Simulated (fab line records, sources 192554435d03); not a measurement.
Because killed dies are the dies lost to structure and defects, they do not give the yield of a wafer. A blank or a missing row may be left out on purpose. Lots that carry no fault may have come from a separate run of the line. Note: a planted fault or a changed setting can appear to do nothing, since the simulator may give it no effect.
fab line records ; flow n5Finfet
record lots=7; wafers=21
route steps=1938 shown BEOL_M8@1337 BEOL_M10@1477
startH: hours from the record's opening day to when the first of the lot's shown wafers began ; waitH: hours elapsed since this lot's preceding step ; " the same as in the row above ; L1.1+2: a single row standing in for several wafers ; - either no value or no given start ; * or withheld: withheld ; < > ~ a bound
route shown NAME@n: NAME is a module with steps in the file, n the number in the route of the first one ; usual: average and standard deviation across the fault-free wafers ; same: alike in all rows ; chamber/n: place in a boat ; sites: the reading at each site ; _std_site: the standard deviation of these ; _edge_site: outer sites' mean less inner sites' ; radiusMm: for every site, how far away it sits from the centre of the wafer ; mask NAME#n: copy n ; behind: the tool/chamber that last shaped the wafer ; hold: the reason the lot was held/the length of the hold in hours/how it ended ; device: whichever transistor did not switch (one of n, p or np) ; end of line: the same wafers' tests at the end of the route ; a step given without rows: its recipe and nothing more ; killed: count of dies lost to structure and defects at first sort (not the wafer's yield) ; map: per-die view of a wafer (x killed, . not killed, _ where there is no die)
set.NAME: setting as actually run; set.NAME@STEP: the setting as run at that earlier step ; model.NAME: the simulator's own value behind a step, which no gauge read
one table per step and one row per wafer, for lots whose settings were changed on purpose
## steps
# step N5_BEOL_M8_COAT_59
# recipe resist=SOC; tempC=250; timeS=60; spinRpm=1500; resistThkNm=100
lot.wafer;tool;chamber;startH;waitH;set.spinRpm;model.SOC_of_BEOL_M8_COAT_59.thkNm
L075.1;lithoTrack-04;0;204.25;0.1;1500;100
L075.3;lithoTrack-04;0;204.25;0.1;1500;99.8
L075.6;lithoTrack-04;0;204.25;0.1;1666;94.8
L076.2;lithoTrack-04;0;221.50;0.1;1389;104.4
L076.3;lithoTrack-04;0;221.50;0.1;1500;100.2
L076.6;lithoTrack-04;0;221.50;0.1;1389;104
L079.2+3;lithoTrack-01;0;242.17;0.1;1500;99.8
L079.4;lithoTrack-01;0;242.17;0.1;1500;100
L083.1+5;lithoTrack-01;0;245.45;0.1;1659;95.2
L083.3;lithoTrack-01;0;245.45;0.1;1500;100.2
L091.3;lithoTrack-04;0;314.10;0.1;1399;103.4
L091.4;lithoTrack-04;0;314.10;0.1;1399;103.6
L091.5;lithoTrack-04;0;314.10;0.1;1399;103.8
L092.4+5;lithoTrack-04;0;314.28;0.1;1500;99.6
L092.6;lithoTrack-04;0;314.28;0.1;1500;99.8
L094.2;lithoTrack-04;0;330.94;0.1;1543;98.2
L094.3+4;lithoTrack-04;0;330.94;0.1;1500;99.4
# step N5_BEOL_M8_COAT_60
# recipe resist=SiARC; tempC=220; timeS=60; spinRpm=1500; resistThkNm=35
# step N5_BEOL_M8_COAT_05
# recipe resist=CAR-ArF; spinRpm=1500; resistThkNm=90
# step N5_BEOL_M8_DESCUM_16
# recipe chemistry=O2; timeS=7.9; sourcePowerW=50; biasPowerW=20; pressureMtorr=20; rfFrequencyHz=2.712e+07; tempC=40; resist=CAR-ArF; o2FlowSccm=225
# step N5_BEOL_M8_ETCH_61
# recipe chemistry=CF4; target=SiARC; targetDepthA=455; maskMaterial=CAR-ArF; timeS=75.8; ionEnergyEv=80; pressureMtorr=40; sourceW=545; biasW=36; Ar_flow_sccm=100; cf4FlowSccm=100; ends=cleared
# step N5_BEOL_M8_ETCH_62
# recipe chemistry=N2/H2; target=SOC; targetDepthA=1100; overetchA=220; maskMaterial=SiARC; tempC=40; timeS=165; ionEnergyEv=200; pressureMtorr=30; sourceW=840; biasW=150; n2FlowSccm=200; h2FlowSccm=200
lot.wafer;tool;chamber;startH;waitH;set.spinRpm@BEOL_M8_COAT_59;model.etch.depthNm
L075.1;rieDiel-02;1;204.82;0.0;1500;100
L075.3;rieDiel-02;3;204.82;0.0;1500;99.84
L075.6;rieDiel-02;1;204.82;0.0;1666;94.73
L076.2;rieDiel-03;3;221.93;0.0;1389;104.3
L076.3;rieDiel-03;1;221.93;0.0;1500;100.2
L076.6;rieDiel-03;2;221.93;0.0;1389;104.1
L079.2+3;rieDiel-03;0,2;242.90;0.0;1500;99.84
L079.4;rieDiel-03;1;242.90;0.0;1500;99.94
L083.1;rieDiel-03;0;245.87;0.0;1659;95.24
L083.3;rieDiel-03;1;245.87;0.0;1500;100.2
L083.5;rieDiel-03;0;245.87;0.0;1659;95.22
L091.3;rieDiel-04;0;315.06;0.0;1399;103.5
L091.4;rieDiel-04;3;315.06;0.0;1399;103.6
L091.5;rieDiel-04;1;315.06;0.0;1399;103.7
L092.4;rieDiel-02;3;315.16;0.1;1500;99.57
L092.5;rieDiel-02;1;315.16;0.1;1500;99.55
L092.6;rieDiel-02;2;315.16;0.1;1500;99.75
L094.2;rieDiel-02;0;331.38;0.0;1543;98.14
L094.3;rieDiel-02;2;331.38;0.0;1500;99.38
L094.4;rieDiel-02;3;331.38;0.0;1500;99.44
# step N5_BEOL_M8_STRIP_68
# recipe chemistry=N2/H2; tempC=40; n2FlowSccm=200; h2FlowSccm=200; rfFrequencyHz=6e+07
# step N5_BEOL_M8_STRIP_67
# recipe chemistry=CF4; resist=SiARC; powerW=300; biasPowerW=75; pressureMtorr=50; cf4FlowSccm=150; rfFrequencyHz=6e+07
# step N5_BEOL_M8_HM_OPEN_17
# recipe chemistry=Cl2/BCl3; targetDepthA=200; overetchA=60; target=TiN; maskMaterial=SOC; ionEnergyEv=150; pressureMtorr=10; icpW=1000; biasW=126; Cl2_flow_sccm=53.25; bcl3FlowSccm=21.75; Ar_flow_sccm=25
lot.wafer;tool;chamber;startH;waitH;set.spinRpm@BEOL_M8_COAT_59;model.SOC_of_BEOL_M8_COAT_59.thkNm
L075.1;rieMetal-02;1;205.00;0.0;1500;92.4
L075.3;rieMetal-02;1;205.00;0.0;1500;92.2
L075.6;rieMetal-02;0;205.00;0.0;1666;87
L076.2;rieMetal-02;1;222.12;0.0;1389;96.8
L076.3;rieMetal-02;0;222.12;0.0;1500;92.6
L076.6;rieMetal-02;1;222.12;0.0;1389;96.4
L079.2+3;rieMetal-02;0;243.09;0.0;1500;92
L079.4;rieMetal-02;1;243.09;0.0;1500;92.2
L083.1+5;rieMetal-01;1;246.06;0.0;1659;87.2
L083.3;rieMetal-01;1;246.06;0.0;1500;92.2
L091.3;rieMetal-01;1;315.27;0.1;1399;95.4
L091.4;rieMetal-01;0;315.27;0.1;1399;95.6
L091.5;rieMetal-01;0;315.27;0.1;1399;96
L092.4+5;rieMetal-02;0,1;315.30;0.1;1500;91.8
L092.6;rieMetal-02;0;315.30;0.1;1500;92
L094.2;rieMetal-02;1;331.57;0.0;1543;90.4
L094.3+4;rieMetal-02;0,1;331.57;0.0;1500;91.6
# step N5_BEOL_M8_DESCUM_33
# recipe chemistry=O2; timeS=7; sourcePowerW=50; biasPowerW=20; pressureMtorr=20; rfFrequencyHz=2.712e+07; tempC=40; resist=CAR-EUV; o2FlowSccm=225
lot.wafer;tool;chamber;startH;waitH;set.timeS;model.CAR-EUV_of_BEOL_M8_COAT_22.thkNm
L075.1;rieDiel-04;1;205.61;0.0;6.215;26.4
L075.3;rieDiel-04;0;205.61;0.0;7;26
L075.6;rieDiel-04;1;205.61;0.0;7;25.8
L076.2+6;rieDiel-04;2,0;225.21;0.0;8.013;25.8
L076.3;rieDiel-04;0;225.21;0.0;7;26.2
L079.2;rieDiel-04;3;244.70;0.8;7;26.2
L079.3+4;rieDiel-04;1,0;244.70;0.8;7;26
L083.1+3;rieDiel-03;1,3;247.36;0.1;7;26
L083.5;rieDiel-03;0;247.36;0.1;7.501;25.8
L091.3;rieDiel-02;3;317.33;0.0;8.101;25.4
L091.4;rieDiel-02;3;317.33;0.0;7;26.2
L091.5;rieDiel-02;1;317.33;0.0;8.101;25.8
L092.4+5;rieDiel-03;3,0;317.79;0.1;7;26
L092.6;rieDiel-03;1;317.79;0.1;7;26.2
L094.2+3;rieDiel-04;0,1;332.85;0.3;7;26
L094.4;rieDiel-04;2;332.85;0.3;7;26.2
# step N5_BEOL_M8_ETCH_72
# recipe chemistry=N2/H2; target=underlayer; targetDepthA=65; maskMaterial=CAR-EUV; timeS=5.2; ionEnergyEv=200; pressureMtorr=30; sourceW=840; biasW=150; n2FlowSccm=200; h2FlowSccm=200; ends=cleared
lot.wafer;tool;chamber;startH;waitH;set.timeS@BEOL_M8_DESCUM_33;model.CAR-EUV_of_BEOL_M8_COAT_22.thkNm
L075.1;rieDiel-04;1;205.65;0.0;6.215;20.6
L075.3+6;rieDiel-04;0,1;205.65;0.0;7;20.2
L076.2+6;rieDiel-04;2,0;225.25;0.0;8.013;20
L076.3;rieDiel-04;0;225.25;0.0;7;20.6
L079.2+4;rieDiel-04;3,0;244.73;0.0;7;20.4
L079.3;rieDiel-04;1;244.73;0.0;7;20.2
L083.1;rieDiel-03;1;247.40;0.0;7;20.4
L083.3;rieDiel-03;3;247.40;0.0;7;20.2
L083.5;rieDiel-03;0;247.40;0.0;7.501;20
L091.3;rieDiel-02;3;317.36;0.0;8.101;19.8
L091.4;rieDiel-02;3;317.36;0.0;7;20.4
L091.5;rieDiel-02;1;317.36;0.0;8.101;20
L092.4+6;rieDiel-03;3,1;317.81;0.0;7;20.4
L092.5;rieDiel-03;0;317.81;0.0;7;20.2
L094.2+4;rieDiel-04;0,2;332.89;0.0;7;20.4
L094.3;rieDiel-04;1;332.89;0.0;7;20.2
# step N5_BEOL_M8_ETCH_65
# recipe chemistry=CF4; target=SiARC; targetDepthA=156; maskMaterial=CAR-EUV; timeS=26; ionEnergyEv=80; pressureMtorr=40; sourceW=545; biasW=36; Ar_flow_sccm=100; cf4FlowSccm=100; ends=cleared
lot.wafer;tool;chamber;startH;waitH;set.timeS@BEOL_M8_DESCUM_33;model.CAR-EUV_of_BEOL_M8_COAT_22.thkNm
L075.1;rieDiel-04;1;205.66;0.0;6.215;11.4
L075.3+6;rieDiel-04;0,1;205.66;0.0;7;11
L076.2+6;rieDiel-04;2,0;225.27;0.0;8.013;10.8
L076.3;rieDiel-04;0;225.27;0.0;7;11.2
L079.2+4;rieDiel-04;3,0;244.75;0.0;7;11.2
L079.3;rieDiel-04;1;244.75;0.0;7;11
L083.1;rieDiel-03;1;247.41;0.0;7;11.2
L083.3;rieDiel-03;3;247.41;0.0;7;11
L083.5;rieDiel-03;0;247.41;0.0;7.501;10.8
L091.3;rieDiel-02;3;317.38;0.0;8.101;10.6
L091.4;rieDiel-02;3;317.38;0.0;7;11.2
L091.5;rieDiel-02;1;317.38;0.0;8.101;10.8
L092.4+6;rieDiel-03;3,1;317.83;0.0;7;11.2
L092.5;rieDiel-03;0;317.83;0.0;7;11
L094.2+3+4;rieDiel-04;0,1,2;332.90;0.0;7;11.2
# step N5_BEOL_M8_TRENCH_ETCH_37
# recipe chemistry=C4F6/O2; targetDepthA=934.78; target=SiCOH_lowk; timeS=31.2; ionEnergyEv=250; pressureMtorr=30; sourceW=345; biasW=185; Ar_flow_sccm=300; C4F6_flow_sccm=10; O2_flow_sccm=10
lot.wafer;tool;chamber;startH;waitH;set.timeS;model.BEOL_M8.featureDepthNm;model.etch.depthNm
L075.1;rieDiel-04;1;-;-;31.2;96.2;96.3
L075.3;rieDiel-04;0;-;-;31.2;94.4;94.35
L075.6;rieDiel-04;1;-;-;31.2;96;96.01
L076.2;rieDiel-04;2;-;-;31.2;91.6;91.6
L076.3;rieDiel-04;0;-;-;28.85;88;88.08
L076.6;rieDiel-04;0;-;-;28.85;87.8;87.88
L079.2;rieDiel-04;3;-;-;31.2;94.8;94.83
L079.3;rieDiel-04;1;-;-;31.2;97.2;97.22
L079.4;rieDiel-04;0;-;-;31.2;95.2;95.11
L083.1;rieDiel-03;1;-;-;37.58;112.2;112.1
L083.3;rieDiel-03;3;-;-;37.58;113.4;113.4
L083.5;rieDiel-03;0;-;-;31.2;94.4;94.43
L091.3;rieDiel-02;3;-;-;34.3;104.6;104.5
L091.4;rieDiel-02;3;-;-;34.3;105;105
L091.5;rieDiel-02;1;-;-;31.2;92.6;92.6
L092.4;rieDiel-03;3;-;-;31.2;94.8;94.75
L092.5;rieDiel-03;0;-;-;31.2;95.2;95.29
L092.6;rieDiel-03;1;-;-;31.2;92.6;92.61
L094.2;rieDiel-04;0;-;-;31.2;94.6;94.61
L094.3;rieDiel-04;1;-;-;31.2;97;96.92
L094.4;rieDiel-04;2;-;-;31.2;92;91.94
# step N5_BEOL_M8_ETCH_41
# recipe chemistry=CH3F/O2; target=SiCN; targetDepthA=319; taperDeg=2; timeS=57.8; ionEnergyEv=120; maskMaterial=TiN; pressureMtorr=30; sourceW=395; biasW=75; Ar_flow_sccm=150; CH3F_flow_sccm=30; O2_flow_sccm=20
# step N5_BEOL_M8_STRIP_80
# recipe chemistry=N2/H2; timeS=10; powerW=450; tempC=40; pressureMtorr=20; rfFrequencyHz=6e+07; biasPowerW=7; n2FlowSccm=200; h2FlowSccm=200
# step N5_BEOL_M8_OCD_MEAS_38
# usual trenchDepthNm=93.6/1.5
lot.wafer;tool;chamber;startH;waitH;set.timeS@BEOL_M8_TRENCH_ETCH_37;trenchDepthNm
L075.1;ocd-01;-;206.05;-;31.2;96.6
L075.3;ocd-01;-;206.05;-;31.2;94.9
L075.6;ocd-01;-;206.05;-;31.2;95.7
L076.2;ocd-02;-;225.64;-;31.2;91.5
L076.3;ocd-02;-;225.64;-;28.85;87.8
L076.6;ocd-02;-;225.64;-;28.85;88.2
L079.2;ocd-01;-;245.13;-;31.2;95.2
L079.3;ocd-01;-;245.13;-;31.2;96.6
L079.4;ocd-01;-;245.13;-;31.2;95.2
L083.1;ocd-02;-;247.79;-;37.58;112.3
L083.3;ocd-02;-;247.79;-;37.58;113.3
L083.5;ocd-02;-;247.79;-;31.2;94.7
L091.3;ocd-01;-;317.76;-;34.3;104.6
L091.4;ocd-01;-;317.76;-;34.3;104.8
L091.5;ocd-01;-;317.76;-;31.2;92.8
L092.4;ocd-02;-;318.20;-;31.2;95.1
L092.5;ocd-02;-;318.20;-;31.2;94.9
L092.6;ocd-02;-;318.20;-;31.2;92.7
L094.2;ocd-01;-;333.28;-;31.2;94.5
L094.3;ocd-01;-;333.28;-;31.2;97.3
L094.4;ocd-01;-;333.28;-;31.2;92.3
# step N5_BEOL_M8_HM_STRIP_39
# recipe chemistry=peroxideTinStrip; material=TiN; targetDepthA=250; tempC=50; timeS=158
# step N5_BEOL_M8_SRD_40
# recipe timeS=30; tempC=23; rinseLiquid=diw; dry=ipaMarangoni
# step N5_BEOL_M8_ECD_50
# recipe material=Cu; targetThkA=3000
# step N5_BEOL_M8_ANNEAL_51
# recipe tempC=225; timeS=90; ambient=N2
# step N5_BEOL_M8_CMP_52
# recipe stopOn=SiCOH_lowk; tOverpolishS=6.9; downForcePsi=1; platenRpm=50; clearingPlatenDownForcePsi=1.5; clearingPlatenRpm=50; postCmpClean=cuAlkaline; targetThkNm=80; clearingPlatenPadVelocityMS=0.99484; padVelocityMS=0.99484
lot.wafer;tool;chamber;startH;waitH;set.timeS@BEOL_M8_TRENCH_ETCH_37;model.Cu_of_BEOL_M8_ECD_50.thkNm
L075.1;cmp-01;0;207.74;0.3;31.2;83
L075.3;cmp-01;2;207.74;0.3;31.2;80.8
L075.6;cmp-01;0;207.74;0.3;31.2;82.8
L076.3;cmp-02;1;228.58;0.2;28.85;75.4
L076.2;cmp-02;3;228.58;0.2;31.2;78.6
L076.6;cmp-02;0;228.58;0.2;28.85;76.6
L079.4;cmp-01;2;247.54;0.1;31.2;81.4
L079.2;cmp-01;0;247.54;0.1;31.2;82.2
L079.3;cmp-01;1;247.54;0.1;31.2;85.2
L083.3+1;cmp-04;3,2;249.94;0.2;37.58;101
L083.5;cmp-04;3;249.94;0.2;31.2;83.2
L091.4;cmp-01;2;320.03;0.2;34.3;92.2
L091.3;cmp-01;3;320.03;0.2;34.3;90
L091.5;cmp-01;2;320.03;0.2;31.2;79.4
L092.4;cmp-02;0;320.39;0.2;31.2;82
L092.5;cmp-02;2;320.39;0.2;31.2;80.8
L092.6;cmp-02;3;320.39;0.2;31.2;77.4
L094.4;cmp-04;3;335.22;0.1;31.2;78
L094.3;cmp-04;0;335.22;0.1;31.2;84
L094.2;cmp-04;1;335.22;0.1;31.2;79.2
# step N5_BEOL_M8_THK_MEAS_53
# recipe thkMeasGauge=xrf; reads=Cu_of_BEOL_M8_ECD_50
# usual M8_THK=79.2/2
lot.wafer;tool;chamber;startH;waitH;set.timeS@BEOL_M8_TRENCH_ETCH_37;M8_THK[nm]
L075.1;filmMetro-01;-;208.00;-;31.2;82.1
L075.3;filmMetro-01;-;208.00;-;31.2;79.9
L075.6;filmMetro-01;-;208.00;-;31.2;81.5
L076.2;filmMetro-02;-;228.84;-;31.2;77.8
L076.3;filmMetro-02;-;228.84;-;28.85;74.6
L076.6;filmMetro-02;-;228.84;-;28.85;75.7
L079.2;filmMetro-01;-;247.83;-;31.2;81.1
L079.3;filmMetro-01;-;247.83;-;31.2;84.1
L079.4;filmMetro-01;-;247.83;-;31.2;80.0
L083.1;filmMetro-01;-;250.23;-;37.58;99.6
L083.3;filmMetro-01;-;250.23;-;37.58;100.0
L083.5;filmMetro-01;-;250.23;-;31.2;81.9
L091.3;filmMetro-02;-;320.29;-;34.3;89.7
L091.4;filmMetro-02;-;320.29;-;34.3;92.0
L091.5;filmMetro-02;-;320.29;-;31.2;78.9
L092.4;filmMetro-01;-;320.61;-;31.2;81.7
L092.5;filmMetro-01;-;320.61;-;31.2;80.4
L092.6;filmMetro-01;-;320.61;-;31.2;76.9
L094.2;filmMetro-01;-;335.51;-;31.2;78.4
L094.3;filmMetro-01;-;335.51;-;31.2;83.2
L094.4;filmMetro-01;-;335.51;-;31.2;77.2
# step N5_BEOL_M8_PRE_CLEAN_55
# recipe gas=NH3; timeS=15; tempC=withheld; rfPowerW=300
# step N5_BEOL_M8_DEP_56
# recipe material=SiCN; targetThkA=100; tempC=withheld; precursor=3MS/NH3; pressureTorr=3; rfW=202; timeS=17.5
# step N5_BEOL_M8_RS_MEAS_57
# recipe thkMeasGauge=four-point-probe; reads=Cu_of_BEOL_M8_ECD_50+Co_of_BEOL_M8_CVD_78+TaN_of_BEOL_M8_ALD_77
# usual M8_RS=0.286/0.0081
lot.wafer;tool;chamber;startH;waitH;set.timeS@BEOL_M8_TRENCH_ETCH_37;M8_RS[ohm/sq]
L075.1;filmMetro-02;-;208.13;0.1;31.2;0.274
L075.3;filmMetro-02;-;208.13;0.1;31.2;0.283
L075.6;filmMetro-02;-;208.13;0.1;31.2;0.275
L076.2;filmMetro-01;-;229.01;0.1;31.2;0.292
L076.3;filmMetro-01;-;229.01;0.1;28.85;0.307
L076.6;filmMetro-01;-;229.01;0.1;28.85;0.301
L079.2;filmMetro-02;-;247.96;0.1;31.2;0.277
L079.3;filmMetro-02;-;247.96;0.1;31.2;0.266
L079.4;filmMetro-02;-;247.96;0.1;31.2;0.280
L083.1;filmMetro-01;-;250.36;0.1;37.58;0.219
L083.3;filmMetro-01;-;250.36;0.1;37.58;0.218
L083.5;filmMetro-01;-;250.36;0.1;31.2;0.273
L091.3;filmMetro-02;-;320.46;0.1;34.3;0.249
L091.4;filmMetro-02;-;320.46;0.1;34.3;0.242
L091.5;filmMetro-02;-;320.46;0.1;31.2;0.289
L092.4;filmMetro-01;-;320.74;0.0;31.2;0.278
L092.5;filmMetro-01;-;320.74;0.0;31.2;0.282
L092.6;filmMetro-01;-;320.74;0.0;31.2;0.297
L094.2;filmMetro-01;-;335.64;0.1;31.2;0.289
L094.3;filmMetro-01;-;335.64;0.1;31.2;0.270
L094.4;filmMetro-01;-;335.64;0.1;31.2;0.295
# step N5_BEOL_M10_COAT_05
# recipe resist=CAR-ArF; spinRpm=1500; resistThkNm=90
lot.wafer;tool;chamber;startH;waitH;set.spinRpm;model.CAR-ArF_of_BEOL_M10_COAT_05.thkNm
L075.1+3+6;lithoTrack-01;0;-;-;1620;86.4
L076.2;lithoTrack-04;0;-;-;1500;89.6
L076.3;lithoTrack-04;0;-;-;1500;89.4
L076.6;lithoTrack-04;0;-;-;1500;89.8
L079.2;lithoTrack-05;0;-;-;1500;90.2
L079.3;lithoTrack-05;0;-;-;1500;90
L079.4;lithoTrack-05;0;-;-;1500;89.8
L083.1;lithoTrack-05;0;-;-;1500;89.8
L083.3;lithoTrack-05;0;-;-;1500;90.2
L083.5;lithoTrack-05;0;-;-;1500;90
L091.3+5;lithoTrack-01;0;-;-;1500;90.2
L091.4;lithoTrack-01;0;-;-;1428;92.4
L092.4+6;lithoTrack-04;0;-;-;1583;88
L092.5;lithoTrack-04;0;-;-;1500;90.6
L094.2;lithoTrack-01;0;-;-;1500;90
L094.3;lithoTrack-01;0;-;-;1569;88.4
L094.4;lithoTrack-01;0;-;-;1500;90.2
# step N5_BEOL_M10_EBR_07
# recipe solvent=PGMEA; ebrWidthMm=1.5
# step N5_BEOL_M10_SOFTBAKE_06
# recipe tempC=110; timeS=60; resist=CAR-ArF
# step N5_BEOL_M10_DESCUM_16
# recipe chemistry=O2; timeS=7.9; sourcePowerW=50; biasPowerW=20; pressureMtorr=20; rfFrequencyHz=2.712e+07; tempC=40; resist=CAR-ArF; o2FlowSccm=225
lot.wafer;tool;chamber;startH;waitH;set.spinRpm@BEOL_M10_COAT_05;model.CAR-ArF_of_BEOL_M10_COAT_05.thkNm
L075.1;rieDiel-02;0;220.99;0.9;1620;79.8
L075.3+6;rieDiel-02;1,2;220.99;0.9;1620;80
L076.2+6;rieDiel-02;0,3;240.14;0.0;1500;83.2
L076.3;rieDiel-02;1;240.14;0.0;1500;83
L079.2+3;rieDiel-04;1,2;257.97;0.0;1500;83.6
L079.4;rieDiel-04;3;257.97;0.0;1500;83.4
L083.1+5;rieDiel-04;0,3;261.67;0.1;1500;83.4
L083.3;rieDiel-04;3;261.67;0.1;1500;83.8
L091.3;rieDiel-04;0;331.27;0.0;1500;83.6
L091.4;rieDiel-04;1;331.27;0.0;1428;85.8
L091.5;rieDiel-04;2;331.27;0.0;1500;83.8
L092.4;rieDiel-04;3;331.58;0.0;1583;81.6
L092.5;rieDiel-04;1;331.58;0.0;1500;84
L092.6;rieDiel-04;2;331.58;0.0;1583;81.4
L094.2;rieDiel-02;3;350.91;1.3;1500;83.4
L094.3;rieDiel-02;0;350.91;1.3;1569;81.8
L094.4;rieDiel-02;1;350.91;1.3;1500;83.6
# step N5_BEOL_M10_COAT_64
# recipe resist=SiARC; tempC=220; timeS=60; spinRpm=1500; resistThkNm=30
lot.wafer;tool;chamber;startH;waitH;set.spinRpm;model.SiARC_of_BEOL_M10_COAT_64.thkNm
L075.1+3+6;lithoTrack-01;0;-;-;1500;30
L076.2;lithoTrack-01;0;-;-;1500;30
L076.3+6;lithoTrack-01;0;-;-;1606;29
L079.2+4;lithoTrack-04;0;-;-;1500;30.2
L079.3;lithoTrack-04;0;-;-;1500;30
L083.1;lithoTrack-04;0;-;-;1500;29.8
L083.3+5;lithoTrack-04;0;-;-;1500;30
L091.3;lithoTrack-01;0;-;-;1500;30
L091.4+5;lithoTrack-01;0;-;-;1582;29.2
L092.4+5+6;lithoTrack-01;0;-;-;1500;30
L094.2;lithoTrack-04;0;-;-;1427;30.6
L094.3;lithoTrack-04;0;-;-;1500;30
L094.4;lithoTrack-04;0;-;-;1427;30.8
## key
split step=N5_BEOL_M8_COAT_59; setting=spinRpm; stated=1500; by=wafer
response step=N5_BEOL_M8_COAT_59; reading=model.SOC_of_BEOL_M8_COAT_59.thkNm; change=-0.478; per=1%; r=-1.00
response step=N5_BEOL_M8_ETCH_62; reading=model.etch.depthNm; change=-0.482; per=1%; r=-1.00
response step=N5_BEOL_M8_HM_OPEN_17; reading=model.SOC_of_BEOL_M8_COAT_59.thkNm; change=-0.486; per=1%; r=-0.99
split step=N5_BEOL_M8_DESCUM_33; setting=timeS; stated=7; by=wafer
response step=N5_BEOL_M8_DESCUM_33; reading=model.CAR-EUV_of_BEOL_M8_COAT_22.thkNm; change=-0.0351; per=1%; r=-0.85
response step=N5_BEOL_M8_ETCH_72; reading=model.CAR-EUV_of_BEOL_M8_COAT_22.thkNm; change=-0.0366; per=1%; r=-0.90
response step=N5_BEOL_M8_ETCH_65; reading=model.CAR-EUV_of_BEOL_M8_COAT_22.thkNm; change=-0.032; per=1%; r=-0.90
split step=N5_BEOL_M8_TRENCH_ETCH_37; setting=timeS; stated=31.2; by=wafer
response step=N5_BEOL_M8_TRENCH_ETCH_37; reading=model.BEOL_M8.featureDepthNm; change=+0.916; per=1%; r=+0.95
response step=N5_BEOL_M8_TRENCH_ETCH_37; reading=model.etch.depthNm; change=+0.912; per=1%; r=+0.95
response step=N5_BEOL_M8_OCD_MEAS_38; reading=trenchDepthNm; change=+0.898; per=1%; r=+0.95
response step=N5_BEOL_M8_CMP_52; reading=model.Cu_of_BEOL_M8_ECD_50.thkNm; change=+0.871; per=1%; r=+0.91
response step=N5_BEOL_M8_THK_MEAS_53; reading=M8_THK; change=+0.879; per=1%; r=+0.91
response step=N5_BEOL_M8_RS_MEAS_57; reading=M8_RS; change=-0.00287; per=1%; r=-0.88
split step=N5_BEOL_M10_COAT_05; setting=spinRpm; stated=1500; by=wafer
response step=N5_BEOL_M10_COAT_05; reading=model.CAR-ArF_of_BEOL_M10_COAT_05.thkNm; change=-0.438; per=1%; r=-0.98
response step=N5_BEOL_M10_DESCUM_16; reading=model.CAR-ArF_of_BEOL_M10_COAT_05.thkNm; change=-0.424; per=1%; r=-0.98
split step=N5_BEOL_M10_COAT_64; setting=spinRpm; stated=1500; by=wafer
response step=N5_BEOL_M10_COAT_64; reading=model.SiARC_of_BEOL_M10_COAT_64.thkNm; change=-0.143; per=1%; r=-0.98
